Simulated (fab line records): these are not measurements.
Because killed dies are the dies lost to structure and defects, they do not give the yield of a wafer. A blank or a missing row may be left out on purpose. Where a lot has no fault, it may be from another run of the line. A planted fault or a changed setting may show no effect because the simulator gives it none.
Chamber matching | flow n5_finfet | 4 sister chambers for N5_SD_EPI_N_ETCH_16 on rie_diel-04
The step etches SiO2 in CHF3/O2, target depth 5 nm. 4 wafers are shown with their chamber, then 9 later ones without.

== EACH WAFER AND ITS CHAMBER ==
wafer  | chamber | rf_vpp_V (V)
L084.1 | 3       | 523
L084.4 | 0       | 508
L089.1 | 1       | 510
L089.5 | 2       | 540

== WAFERS WITHOUT THEIR CHAMBER ==
wafer  | rf_vpp_V (V)
L090.2 | 537
L090.4 | 539
L090.6 | 522
L091.1 | 539
L091.2 | 507
L091.6 | 539
L093.1 | 507
L093.2 | 509
L093.3 | 539

== WHICH CHAMBER EACH ONE RAN IN ==
wafer  | from the rows above     | in truth
L090.2 | 2                       | 2
L090.4 | 2                       | 2
L090.6 | 3                       | 3
L091.1 | 2                       | 2
L091.2 | can't be placed: 0 or 1 | 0
L091.6 | 2                       | 2
L093.1 | can't be placed: 0 or 1 | 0
L093.2 | can't be placed: 0 or 1 | 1
L093.3 | 2                       | 2
Placed correctly: 6 of 9. Cannot be placed on the basis of these rows: 3; the candidates contain the true chamber in 3. Number placed wrongly: 0.
How it was worked out, from the rows above alone: a wafer's distance from a chamber is the root of the sum, over the readings, of the square of ((its reading less the chamber's mean) divided by the reading's scatter). If the next closest chamber is less than 2 further off than the closest, the wafer can't be placed; otherwise it belongs to the closest. The mean given for a chamber averages the wafers shown for that chamber. The scatter (one wafer shown for each chamber): square how far every hidden wafer sits from the nearest shown wafer, average those squares and take the square root.
